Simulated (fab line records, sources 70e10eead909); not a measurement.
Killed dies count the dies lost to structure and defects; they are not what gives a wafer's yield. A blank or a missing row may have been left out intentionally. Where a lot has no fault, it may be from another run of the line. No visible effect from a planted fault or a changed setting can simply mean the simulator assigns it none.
A lot that was struck, set against a sound lot ; flow nandHarc ; 15 steps out of a route of 1302
Sound: the wafers L141.1, L141.4, L141.5. Wafers L140.2, L140.3, L140.4 were the ones struck. The cause is named last.
Order at every step that has rows: each side's tool, ch and its chambers, its first start. Under that, the readings that differ: sound wafers ; struck wafers ; difference of the means ; sigmas: that difference in standard deviations of wafers without a fault.
alike: readings with means less than 2 such deviations apart, plus words and numbers identical on both sides. not compared: withheld readings, readings lacking a value on some wafer, bounds such as >300 that could conceal the same value, and numbers that have no deviation in the record and whose values overlap.
The two part at a step that has a row with sigmas, a row that says differs or no value, or rows on one side only. Non-overlapping numbers with no deviation appear without sigmas and do not part them. A reading missing from all wafers of one side parts the sides only when that side holds two or more wafers.

first, 3 steps without rows for these wafers: NHARC_P_GATE_SRD_72; NHARC_P_GATE_OXIDE_16 (material SiO2, target thk 3 nm, ox time 392 s); NHARC_P_GATE_CVD_17 (deposits poly-Si, target thk 150 nm, time 900 s).
NHARC_P_GATE_HM_DEP_102: deposits aC, target thk 120 nm.
  sound on aclDep-03 ch 0, day 11 21:40; struck on aclDep-03 ch 0, day 11 17:26
reading;sound;struck;difference;sigmas
susceptorTempC (C);- - -;400.01 400.16 400.09;no value on the sound wafers;
  alike: throttleValvePct
NHARC_P_GATE_DEP_103: deposits SiON, target thk 30 nm.
  sound on pecvd-03 ch 0,1, day 11 22:23; struck on pecvd-01 ch 1,2, day 11 18:01
  alike: heaterPowerW, rfFwdPowerW, susceptorTempC
  not compared: sinceWetCleanH
then, 7 steps without rows for these wafers: NHARC_P_GATE_DEHYDRATE_18 (time 120 s); NHARC_P_GATE_HMDS_19 (time 30 s); NHARC_P_GATE_COAT_20 (resist thk 90 nm); NHARC_P_GATE_SOFTBAKE_21 (time 55 s); NHARC_P_GATE_EBR_22; NHARC_P_GATE_EXPOSE_23 (exposes mask P GATE, target cd 120 nm); NHARC_P_GATE_PEB_24 (peb time 65 s).
NHARC_P_GATE_DEVELOP_25: develop time 35 s.
  sound on lithoTrack-06 ch 0, day 11 22:00; struck on lithoTrack-01 ch 0, day 11 18:00
reading;sound;struck;difference;sigmas
developerTempC (C);23.19 23.17 23.09;22.40 22.17 22.15;-0.91;-9
NHARC_P_GATE_CD_MEAS_26: target cd 120 nm.
  sound on cdSem-03 ch 0, day 11 23:01; struck on cdSem-02 ch 0, day 11 18:40
reading;sound;struck;difference;sigmas
cdNm (nm);120.5 120.6 121.1;119.6 119.3 119.2;-1.4;-2
-- record jumps: 20 days between struck wafers' starts before vs after; left off in module P_GATE, resumes in module END, first step shown is number 1302 of the route --
NHARC_END_SORT_01:
  sound on prober-02 ch 0, day 31 08:55; struck on prober-01 ch 0, day 32 00:11
  alike: killedAtArray, killedAtOther, killedAtPeriphery, killedDies, killedOpen, killedShort

## WHERE THEY PART
At NHARC_P_GATE_HM_DEP_102 first; at NHARC_P_GATE_CD_MEAS_26 last (within this record only). Later steps at which nothing parts them and some readings are alike: NHARC_END_SORT_01.

WHY: the cause the simulator had injected
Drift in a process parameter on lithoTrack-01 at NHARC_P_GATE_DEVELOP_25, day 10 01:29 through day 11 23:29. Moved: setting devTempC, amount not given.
